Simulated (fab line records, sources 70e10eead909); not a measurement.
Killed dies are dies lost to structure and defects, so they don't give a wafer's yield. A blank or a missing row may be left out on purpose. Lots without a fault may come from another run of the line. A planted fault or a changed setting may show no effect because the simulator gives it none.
A struck lot beside a sound one | flow nand_harc | 14 steps out of a route of 1159
Sound: wafers L917.2, L917.4, L917.6. Struck: wafers L908.2, L908.4. (L908.6 of the same lot was not struck and is left out.) The cause comes at the end.
At each step with rows: each side's tool, then ch and its chambers, then its first start. Under that, the readings that differ: sound wafers | struck wafers | difference of the means | sigmas: that difference in standard deviations of wafers without a fault.
alike: readings whose means differ by less than 2 such deviations, and words and numbers that are the same on both sides. not compared: withheld readings, readings that some wafer has no value for, bounds like >300 that may hide the same value, and numbers for which the record gives no deviation and whose values overlap.
The two part at a step that has a row with sigmas, a row that says differs or no value, or rows on one side only. Numbers that don't overlap but have no deviation are shown without sigmas and don't part them. A reading that every wafer of one side lacks parts them only if that side has two wafers or more.

first, 8 steps without rows for these wafers: NHARC_THIN_TSV_DEHYDRATE_25 (time 120 s); NHARC_THIN_TSV_HMDS_26 (time 30 s); NHARC_THIN_TSV_COAT_27; NHARC_THIN_TSV_SOFTBAKE_28 (time 95 s); NHARC_THIN_TSV_EBR_29; NHARC_THIN_TSV_EXPOSE_30 (exposes mask PAD); NHARC_THIN_TSV_PEB_31 (peb time 85 s); NHARC_THIN_TSV_DEVELOP_32 (time 70 s).
NHARC_THIN_TSV_CD_MEAS_33: target cd 5000 nm.
  sound on cd_sem-03 ch 0, day 23 12:23; struck on cd_sem-01 ch 0, day 21 08:07
  alike: cd_nm
then, 1 step without rows for these wafers: NHARC_THIN_TSV_HARDBAKE_34 (time 80 s).
NHARC_THIN_TSV_DESCUM_35: chemistry O2, time 3 s.
  sound on rie_diel-09 ch 0,1, day 23 12:34; struck on rie_diel-09 ch 1,2, day 21 08:16
  reading               | sound             | struck      | difference | sigmas
  oes_product_au (a.u.) | 1.011 0.998 1.017 | 0.995 0.982 | -0.020     | -3
  alike: drypump_motor_current_A, mfc_ar_sccm, o2_flow_sccm, rf_vpp_V, showerhead_plenum_p_Torr, throttle_valve_pct
  not compared: rf_hours_counter_h
NHARC_THIN_TSV_ETCH_59: etches the open film in Cl2/BCl3, target depth 880 nm, time 138.1 s.
  sound on rie_metal-03 ch 1, day 23 12:40; struck on rie_metal-01 ch 0, day 21 08:26
  alike: drypump_motor_current_A, oes_product_au, rf_fwd_power_W, throttle_valve_pct
  not compared: rf_hours_counter_h
NHARC_THIN_TSV_ETCH_36: etches the open film in Cl2/BCl3, target depth 65 nm, time 18.571 s.
  sound on rie_metal-03 ch 0, day 23 12:56; struck on rie_metal-01 ch 0,1, day 21 08:40
  reading                     | sound             | struck      | difference | sigmas
  drypump_motor_current_A (A) | 5.0 4.9 5.0       | 6.1 6.6     | +1.4       | +2
  oes_product_au (a.u.)       | 0.991 1.010 1.006 | 0.856 0.833 | -0.158     | -20
  not compared: rf_hours_counter_h
NHARC_THIN_TSV_STRIP_56: strips in O2.
  sound on plasma_asher-01 ch 0,1, day 23 13:32; struck on plasma_asher-01 ch 0, day 21 08:48
  alike: drypump_motor_current_A, heater_power_w
  not compared: rf_hours_counter_h

WHERE THEY PART
First at NHARC_THIN_TSV_DESCUM_35; last, within this record, at NHARC_THIN_TSV_ETCH_36. Later steps at which nothing parts them and some readings are alike: NHARC_THIN_TSV_STRIP_56.

WHY: what the simulator had put in
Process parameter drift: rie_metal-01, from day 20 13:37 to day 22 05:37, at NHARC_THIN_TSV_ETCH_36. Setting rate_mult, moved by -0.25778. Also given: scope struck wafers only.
